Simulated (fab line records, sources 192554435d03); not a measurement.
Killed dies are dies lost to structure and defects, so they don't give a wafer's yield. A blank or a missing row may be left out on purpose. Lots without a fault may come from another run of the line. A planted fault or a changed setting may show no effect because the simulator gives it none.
Which tool did it? | flow n5_finfet | 9 lots, 27 wafers sampled, at 5 steps of a route of 1938

WHAT THE GAUGES READ, wafer by wafer
N5_SDB_INSPECT_13: inspects for defects (brightfield).
lot  | measured    | on                | raw_defect_count
L641 | day 4 13:07 | defect_inspect-02 | 76 73 52
L642 | day 4 18:43 | defect_inspect-01 | 30 71 144
L646 | day 5 18:47 | defect_inspect-01 | 63 27 42
L648 | day 6 05:53 | defect_inspect-02 | 64 46 75
L649 | day 6 11:45 | defect_inspect-01 | 65 75 70
L654 | day 7 16:55 | defect_inspect-02 | 656 78 111
L659 | day 9 05:22 | defect_inspect-02 | 77 49 95
L660 | day 9 17:17 | defect_inspect-01 | 68 58 93
L661 | day 9 18:10 | defect_inspect-01 | 39 72 143

WHICH TOOL RAN EACH LOT (tool, then ch and the chambers of the sampled wafers, then the start)
lot  | N5_SD_EPI_P_ETCH_47               | N5_SD_EPI_P_ETCH_16               | N5_ILD0_CMP_07               | N5_SDB_HM_DEP_00
L641 | rie_diel-06 ch 0,3, day 4 01:29   | rie_diel-06 ch 0,3, day 4 01:35   | cmp-04 ch 0,1,2, day 4 09:07 | pecvd-01 ch 0,1,2, day 4 12:36
L642 | rie_diel-03 ch 1,2,3, day 4 07:46 | rie_diel-03 ch 1,2,3, day 4 07:52 | cmp-04 ch 1,2,3, day 4 14:46 | pecvd-03 ch 0,1, day 4 18:20
L646 | rie_diel-03 ch 0,2,3, day 5 08:01 | rie_diel-03 ch 0,2,3, day 5 08:07 | cmp-01 ch 0,2,3, day 5 14:43 | pecvd-02 ch 0,1, day 5 18:17
L648 | rie_diel-02 ch 2,3, day 5 18:57   | rie_diel-02 ch 2,3, day 5 19:03   | cmp-02 ch 2,3, day 6 01:40   | pecvd-03 ch 0,1,2, day 6 05:22
L649 | rie_diel-02 ch 0,1,2, day 5 23:43 | rie_diel-02 ch 0,1,2, day 5 23:49 | cmp-04 ch 0,1,3, day 6 07:38 | pecvd-02 ch 0,1, day 6 11:14
L654 | rie_diel-03 ch 1,3, day 7 06:05   | rie_diel-03 ch 1,3, day 7 06:11   | cmp-02 ch 2,3, day 7 12:53   | pecvd-02 ch 1,2, day 7 16:25
L659 | rie_diel-02 ch 0,2,3, day 8 18:27 | rie_diel-02 ch 0,2,3, day 8 18:33 | cmp-01 ch 1,2,3, day 9 01:32 | pecvd-03 ch 0,1,2, day 9 05:01
L660 | rie_diel-02 ch 1,3, day 8 22:02   | rie_diel-02 ch 1,3, day 8 22:08   | cmp-04 ch 0,2,3, day 9 13:23 | pecvd-01 ch 0,1, day 9 16:53
L661 | rie_diel-02 ch 0,2, day 8 23:23   | rie_diel-02 ch 0,2, day 8 23:29   | cmp-02 ch 0,1,2, day 9 14:16 | pecvd-03 ch 0,1,2, day 9 17:47
- N5_SD_EPI_P_ETCH_47: etches SiOCN in CH3F/O2, target depth 25 nm.
- N5_SD_EPI_P_ETCH_16: etches SiO2 in CHF3/O2, target depth 5 nm.
- N5_ILD0_CMP_07: polishes SiO2 flowable, stops on poly-Si, t overpolish 1.18 s, target thk 138.88 nm.
- N5_SDB_HM_DEP_00: deposits SiNx from SiH4/NH3/N2, target thk 40 nm, time 35.3 s.

THE ANSWER, worked out from the rows above alone
Rule: what is usual is taken from the lots themselves. Put in order of their means at a reading, lots are off if they are a third of the lots or fewer, leave a main group of 4 or more, and stand apart from it by a gap of 3 or more times the standard deviation of the main group's means; of several such gaps the widest counts. A main group whose means are all the same, to the digits that the tables above print for the reading, isn't used. A lot without any number at a reading at which 4 lots or more have one is off too. The other lots that the step has rows for count as sound.
Off: L654, at N5_SDB_INSPECT_13 (raw_defect_count). The main group: mean 69, standard deviation 12.
A tool fits if, at a process step before that reading, it ran every lot that is off, and no sound lot after the first of them. The gauges at N5_SDB_INSPECT_13 are tried like those tools. Can't be told from this: 2 tools fit, rie_diel-03 at N5_SD_EPI_P_ETCH_47 and N5_SD_EPI_P_ETCH_16, pecvd-02 at N5_SDB_HM_DEP_00.

WHAT THE SIMULATOR HAD PUT IN
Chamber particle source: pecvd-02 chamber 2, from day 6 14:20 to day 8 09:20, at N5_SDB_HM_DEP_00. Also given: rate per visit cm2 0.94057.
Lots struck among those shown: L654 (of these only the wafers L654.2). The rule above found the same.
